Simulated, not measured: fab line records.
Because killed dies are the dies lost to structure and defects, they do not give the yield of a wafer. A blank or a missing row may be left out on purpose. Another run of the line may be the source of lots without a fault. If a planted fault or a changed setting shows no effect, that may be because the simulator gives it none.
Matching of chambers | flow n5-finfet | pecvd-03 running N5_FIN_SAQP_HM_DEP_03: 3 sister chambers
The step deposits SiNx from SiH4/NH3/N2, target thk 38 nm, time 33.6 s. 22 wafers are shown with their chamber, then 11 later ones without.

## WAFERS PAIRED WITH THEIR CHAMBERS
wafer  | chamber | throttle-valve-pct (%) | showerhead-plenum-p-Torr (Torr) | heater-power-w (W)
L076.1 | 0       | 41.4                   | 5.12                            | 689
L076.3 | 1       | 40.7                   | 5.16                            | 859
L076.4 | 1       | 40.8                   | 5.16                            | 830
L078.1 | 0       | 41.3                   | 5.12                            | 738
L078.2 | 1       | 40.7                   | 5.15                            | 896
L078.5 | 0       | 41.8                   | 5.12                            | 768
L079.1 | 0       | 41.6                   | 5.12                            | 824
L079.5 | 1       | 40.9                   | 5.16                            | 795
L079.6 | 2       | 36.9                   | 5.25                            | 636
L082.1 | 0       | 41.7                   | 5.12                            | 726
L082.3 | 0       | 41.6                   | 5.12                            | 738
L082.4 | 2       | 37.1                   | 5.25                            | 693
L083.4 | 2       | 37.1                   | 5.24                            | 702
L083.5 | 0       | 41.7                   | 5.13                            | 738
L083.6 | 1       | 40.7                   | 5.15                            | 860
L089.3 | 1       | 40.5                   | 5.18                            | 912
L089.4 | 0       | 41.5                   | 5.14                            | 728
L089.5 | 1       | 40.8                   | 5.15                            | 904
L090.2 | 2       | 37.1                   | 5.25                            | 638
L090.5 | 1       | 40.8                   | 5.15                            | 909
L090.6 | 0       | 41.6                   | 5.13                            | 700
L092.2 | 1       | 40.6                   | 5.16                            | 906

SIGNATURES, as means of the wafers listed above
reading                  | chamber 0 | chamber 1 | chamber 2 | scatter within a chamber
throttle-valve-pct       | 41.578    | 40.722    | 37.050    | 0.134
showerhead-plenum-p-Torr | 5.1244    | 5.1578    | 5.2475    | 0.00812
heater-power-w           | 738.78    | 874.56    | 667.25    | 39.6
Rule: for a wafer and a chamber, the distance is found by dividing, reading by reading, the gap between the wafer's reading and the chamber's mean by the reading's scatter, squaring, summing and taking the root. If the next closest chamber is less than 2 further off than the closest, the wafer can't be placed; otherwise it belongs to the closest. The scatter: the root of (the sum of the squares of (reading less its chamber's mean) over the shown wafers, divided by (wafers less chambers)).

## WAFERS WITHOUT THEIR CHAMBER
wafer  | throttle-valve-pct (%) | showerhead-plenum-p-Torr (Torr) | heater-power-w (W)
L092.3 | 37.2                   | 5.24                            | 765
L092.4 | 41.6                   | 5.14                            | 814
L093.1 | 37.2                   | 5.25                            | 690
L093.2 | 41.6                   | 5.11                            | 704
L093.3 | 40.7                   | 5.16                            | 824
L093.4 | 41.8                   | 5.12                            | 693
L093.5 | 41.0                   | 5.16                            | 797
L093.6 | 36.9                   | 5.24                            | 688
L094.2 | 37.3                   | 5.26                            | 728
L094.3 | 40.6                   | 5.16                            | 872
L094.5 | 37.1                   | 5.24                            | 725

## CHAMBER TAKEN BY EACH
wafer  | from the rows above | in truth
L092.3 | 2                   | 2
L092.4 | 0                   | 0
L093.1 | 2                   | 2
L093.2 | 0                   | 0
L093.3 | 1                   | 1
L093.4 | 0                   | 0
L093.5 | 1                   | 1
L093.6 | 2                   | 2
L094.2 | 2                   | 2
L094.3 | 1                   | 1
L094.5 | 2                   | 2
11 of 11 placed correctly. Not placeable from these rows: 0. 0 placed wrongly.
